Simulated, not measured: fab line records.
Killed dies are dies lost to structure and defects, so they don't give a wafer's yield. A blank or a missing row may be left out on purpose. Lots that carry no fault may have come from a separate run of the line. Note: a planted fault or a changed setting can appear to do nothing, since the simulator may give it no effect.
Matching of chambers	flow n5_finfet	rie_diel-04 running N5_BEOL_M13_DESCUM_33: 4 sister chambers
The step chemistry O2, time 7.9 s. 4 wafers are shown with their chamber, then 11 later ones without.

EACH WAFER AND ITS CHAMBER
wafer	chamber	showerhead_plenum_p_Torr (Torr)
L087.6	0	2.06
L089.5	1	2.16
L089.6	2	2.03
L088.1	3	2.06

WAFERS MISSING THEIR CHAMBER
wafer	showerhead_plenum_p_Torr (Torr)
L088.4	2.06
L088.6	2.05
L091.2	2.03
L091.5	2.03
L091.6	2.05
L094.1	2.16
L094.5	2.05
L094.6	2.03
L097.1	2.05
L097.3	2.05
L097.5	2.05

WHICH CHAMBER EACH ONE RAN IN
wafer	from the rows above	in truth
L088.4	can't be placed: 0 or 3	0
L088.6	can't be placed: 0 or 3 or 2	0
L091.2	2	2
L091.5	2	2
L091.6	can't be placed: 0 or 3 or 2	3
L094.1	1	1
L094.5	can't be placed: 0 or 3 or 2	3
L094.6	2	2
L097.1	can't be placed: 0 or 3 or 2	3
L097.3	can't be placed: 0 or 3 or 2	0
L097.5	can't be placed: 0 or 3 or 2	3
Correctly placed: 4 of 11. Not placeable from these rows: 7 (in 7, the candidates include the true chamber). Wrongly placed: 0.
How it was worked out, from the rows above alone: a wafer's distance from a chamber is the root of the sum, over the readings, of the square of ((its reading less the chamber's mean) divided by the reading's scatter). If the next closest chamber is less than 2 further off than the closest, the wafer can't be placed; otherwise it belongs to the closest. A chamber's mean is the mean of its shown wafers. The scatter: root of mean squared gap, hidden wafer to nearest shown wafer, with one shown wafer a chamber.
